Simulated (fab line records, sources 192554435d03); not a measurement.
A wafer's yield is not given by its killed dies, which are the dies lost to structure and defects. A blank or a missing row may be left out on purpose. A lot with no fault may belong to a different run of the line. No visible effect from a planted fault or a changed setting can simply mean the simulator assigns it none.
A lot that was struck, set against a sound lot	flow n5Finfet	16 out of 1938 route steps
Sound: wafers L993.1, L993.5, L993.6. The struck wafers were L998.1, L998.3, L998.4. The cause is named last.
For every step that has rows: the tool of each side, followed by ch and its chambers, followed by its first start. Under that, the readings that differ: sound wafers	struck wafers	difference of the means	sigmas: that difference in standard deviations of wafers without a fault.
alike: readings with means less than 2 such deviations apart, plus words and numbers identical on both sides. not compared: withheld readings, readings lacking a value on some wafer, bounds such as >300 that could conceal the same value, and numbers that have no deviation in the record and whose values overlap.
Wherever a step has rows on one side only, a row that says differs or no value, or a row with sigmas, the two part there. Numbers that have no deviation but don't overlap get no sigmas and don't part them. A reading missing from all wafers of one side parts the sides only when that side holds two or more wafers.

N5_MOL_CONTACT_COAG_ETCH_65: etches underlayer in N2/H2, target depth 13 nm, time 10.4 s.
  sound on rieDiel-05 ch 2,3, day 6 07:09; struck on rieDiel-04 ch 1,2,3, day 7 06:26
  alike: drypumpMotorCurrentA, etchRfOnTimeS, h2FlowSccm, n2FlowSccm, oesProductAu, rfVppV, showerheadPlenumPTorr, throttleValvePct
  not compared: rfHoursCounterH
N5_MOL_CONTACT_COAG_ETCH_66: etches SiARC in CF4, target depth 13 nm, time 21.7 s.
  sound on rieDiel-05 ch 2,3, day 6 07:10; struck on rieDiel-04 ch 1,2,3, day 7 06:27
  alike: drypumpMotorCurrentA, etchRfOnTimeS, oesProductAu, rfVppV, showerheadPlenumPTorr, throttleValvePct
  not compared: rfHoursCounterH
then, 1 step without rows for these wafers: N5_MOL_CONTACT_COAG_ALD_133 (deposits SiO2, target thk 5 nm, pulse time 1 s, co reactant pulse time 1 s).
N5_MOL_CONTACT_COAG_ETCHBACK_134: etches SiO2 in CHF3, target depth 10 nm, time 6.7 s.
  sound on rieDiel-04 ch 0,1,3, day 6 08:11; struck on rieDiel-05 ch 1,2,3, day 7 06:43
  alike: drypumpMotorCurrentA, oesProductAu, rfVppV, showerheadPlenumPTorr, throttleValvePct
  not compared: rfHoursCounterH
then, 3 steps without rows for these wafers: N5_MOL_CONTACT_COAG_ETCH_67 (etches SOC in N2/H2, target depth 60 nm, overetch 21 nm, time 101.2 s); N5_MOL_CONTACT_COAG_STRIP_68 (strips in N2/H2); N5_MOL_CONTACT_COAG_STRIP_69 (strips in N2/H2).
N5_MOL_CONTACT_COAG_ETCHBACK_136: etches SiO2 in CHF3, target depth 25 nm, time 16.7 s.
  sound on rieDiel-04 ch 0,1,3, day 6 08:18; struck on rieDiel-05 ch 1,2,3, day 7 06:50
  alike: drypumpMotorCurrentA, oesProductAu, rfVppV, showerheadPlenumPTorr, throttleValvePct
  not compared: rfHoursCounterH
then, 2 steps without rows for these wafers: N5_MOL_CONTACT_COAG_STRIP_120 (strips in CHF3); N5_MOL_CONTACT_COAG_VIA_ETCH_117 (etches SiO2 in C4F6/O2, target depth 40 nm, overetch 8 nm, time 26 s).
N5_MOL_CONTACT_COAG_ETCH_124: etches SiNx in CH3F/O2, stops on SiOC, target depth 6.5 nm.
  sound on rieDiel-04 ch 0,1,3, day 6 08:22; struck on rieDiel-05 ch 1,2,3, day 7 06:54
  alike: drypumpMotorCurrentA, oesProductAu, rfVppV, showerheadPlenumPTorr, throttleValvePct
  not compared: rfHoursCounterH
then, 1 step without rows for these wafers: N5_MOL_CONTACT_COAG_ETCH_48 (etches SiOC in C4F6/O2, target depth 15 nm, overetch 4.5 nm, time 17 s).
N5_MOL_CONTACT_COAG_STRIP_72: strips in N2/H2.
  sound on rieDiel-04 ch 0,1,3, day 6 08:28; struck on rieDiel-05 ch 1,2,3, day 7 06:59
reading	sound	struck	difference	sigmas
powerW (W)	451.7 451.0 451.4	401.9 401.7 402.6	-49.3	-35
  alike: drypumpMotorCurrentA, h2FlowSccm, n2FlowSccm, oesProductAu, rfVppV, showerheadPlenumPTorr, throttleValvePct
  not compared: rfHoursCounterH
then, 1 step without rows for these wafers: N5_MOL_CONTACT_COAG_STRIP_49 (strips in N2/H2, time 30 s).
-- the record jumps here: 3 days lie between the struck wafers' starts before and after (it left off in module MOL_CONTACT_COAG and takes up again in module BEOL_M4, whose first step shown is number 1111 of the route) --
N5_BEOL_M4_RC_MEAS_101:
  sound on prober-01 ch 0, day 9 03:53; struck on prober-02 ch 0, day 10 05:49
  alike: DIBL_N, DIBL_P, IOFF_N, IOFF_P, ION_N, ION_P, SS_N, SS_P, VT_N, VT_P
next, for these wafers, 1 step has no rows: N5_PASSIVATION_PROBE_49.

== WHERE THEY PART ==
Only at N5_MOL_CONTACT_COAG_STRIP_72, as far as this record shows. Later steps at which nothing parts them and some readings are alike: N5_BEOL_M4_RC_MEAS_101.

WHY: what had been put in by the simulator
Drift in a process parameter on rieDiel-05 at N5_MOL_CONTACT_COAG_STRIP_72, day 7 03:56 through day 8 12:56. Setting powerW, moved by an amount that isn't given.
